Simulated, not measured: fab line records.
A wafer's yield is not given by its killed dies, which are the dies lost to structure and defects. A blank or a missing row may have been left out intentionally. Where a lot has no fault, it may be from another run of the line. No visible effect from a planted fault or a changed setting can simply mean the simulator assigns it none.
Chamber matching | flow nand-harc | NHARC_P_BONDPAD_DESCUM_11 on rie-diel-01 has 4 sister chambers
The step chemistry O2, time 3 s. 39 wafers are shown with their chamber, then 12 later ones without.

== EACH WAFER AND ITS CHAMBER ==
wafer  | chamber | showerhead-plenum-p-Torr (Torr) | drypump-motor-current-A (A) | oes-product-au (a.u.)
L074.1 | 3       | 1.85                            | 5.3                         | 1.017
L074.2 | 2       | 1.95                            | 5.7                         | 0.994
L074.5 | 3       | 1.85                            | 5.3                         | 1.011
L074.3 | 1       | 1.79                            | 5.2                         | 0.995
L074.4 | 0       | 1.89                            | 5.1                         | 1.001
L074.6 | 2       | 1.95                            | 5.7                         | 0.995
L077.3 | 3       | 1.84                            | 5.4                         | 1.001
L077.4 | 3       | 1.84                            | 5.4                         | 1.006
L077.5 | 1       | 1.79                            | 5.2                         | 0.985
L079.1 | 3       | 1.84                            | 5.4                         | 1.018
L079.4 | 0       | 1.89                            | 5.1                         | 0.999
L079.6 | 0       | 1.89                            | 5.1                         | 1.002
L082.1 | 3       | 1.84                            | 5.4                         | 0.996
L082.3 | 0       | 1.89                            | 5.1                         | 0.996
L082.6 | 0       | 1.89                            | 5.1                         | 0.994
L082.2 | 1       | 1.79                            | 5.2                         | 0.995
L082.4 | 2       | 1.95                            | 5.7                         | 0.984
L082.5 | 1       | 1.79                            | 5.1                         | 0.984
L083.3 | 0       | 1.89                            | 5.1                         | 1.001
L083.4 | 1       | 1.79                            | 5.2                         | 0.991
L083.5 | 3       | 1.84                            | 5.4                         | 1.007
L084.2 | 2       | 1.95                            | 5.7                         | 0.996
L084.5 | 0       | 1.89                            | 5.1                         | 0.994
L084.6 | 3       | 1.84                            | 5.3                         | 1.003
L087.4 | 1       | 1.79                            | 5.2                         | 0.997
L087.5 | 0       | 1.89                            | 5.1                         | 0.994
L087.6 | 1       | 1.79                            | 5.2                         | 0.996
L090.1 | 1       | 1.79                            | 5.1                         | 0.991
L090.4 | 2       | 1.95                            | 5.7                         | 0.986
L090.5 | 1       | 1.79                            | 5.2                         | 0.988
L091.2 | 0       | 1.89                            | 5.1                         | 1.002
L091.4 | 2       | 1.95                            | 5.7                         | 0.990
L091.5 | 0       | 1.89                            | 5.1                         | 1.005
L092.1 | 0       | 1.89                            | 5.1                         | 1.010
L092.5 | 0       | 1.89                            | 5.1                         | 1.003
L092.6 | 1       | 1.79                            | 5.2                         | 0.999
L092.2 | 1       | 1.79                            | 5.2                         | 0.995
L092.3 | 3       | 1.84                            | 5.4                         | 0.997
L092.4 | 2       | 1.95                            | 5.7                         | 0.990

SIGNATURES (means of the wafers above)
reading                  | chamber 0 | chamber 1 | chamber 2 | chamber 3 | scatter within a chamber
showerhead-plenum-p-Torr | 1.8900    | 1.7900    | 1.9500    | 1.8422    | 0.00211
drypump-motor-current-A  | 5.100     | 5.182     | 5.700     | 5.367     | 0.0322
oes-product-au           | 1.00008   | 0.99236   | 0.99071   | 1.00622   | 0.00572
Rule: a wafer lies at a distance from a chamber equal to the root of the sum of squares, over the readings, of (its reading less the chamber's mean, divided by the reading's scatter). The wafer belongs to the nearest chamber; if the next one is less than 2 further off, it can't be placed. The scatter: the root of (the sum of the squares of (reading less its chamber's mean) over the shown wafers, divided by (wafers less chambers)).

== WAFERS WITH NO CHAMBER GIVEN ==
wafer  | showerhead-plenum-p-Torr (Torr) | drypump-motor-current-A (A) | oes-product-au (a.u.)
L093.1 | 1.95                            | 5.7                         | 0.984
L093.2 | 1.89                            | 5.1                         | 1.003
L093.5 | 1.95                            | 5.7                         | 0.991
L095.1 | 1.89                            | 5.1                         | 1.009
L095.2 | 1.95                            | 5.7                         | 0.990
L095.5 | 1.84                            | 5.3                         | 0.996
L095.3 | 1.84                            | 5.3                         | 0.994
L095.4 | 1.79                            | 5.1                         | 0.987
L095.6 | 1.95                            | 5.7                         | 0.989
L096.3 | 1.79                            | 5.2                         | 0.995
L096.5 | 1.84                            | 5.3                         | 1.000
L096.6 | 1.95                            | 5.7                         | 0.983

== CHAMBER TAKEN BY EACH ==
wafer  | from the rows above | in truth
L093.1 | 2                   | 2
L093.2 | 0                   | 0
L093.5 | 2                   | 2
L095.1 | 0                   | 0
L095.2 | 2                   | 2
L095.5 | 3                   | 3
L095.3 | 3                   | 3
L095.4 | 1                   | 1
L095.6 | 2                   | 2
L096.3 | 1                   | 1
L096.5 | 3                   | 3
L096.6 | 2                   | 2
Placed correctly: 12 of 12. Not placeable from these rows: 0. Number placed wrongly: 0.
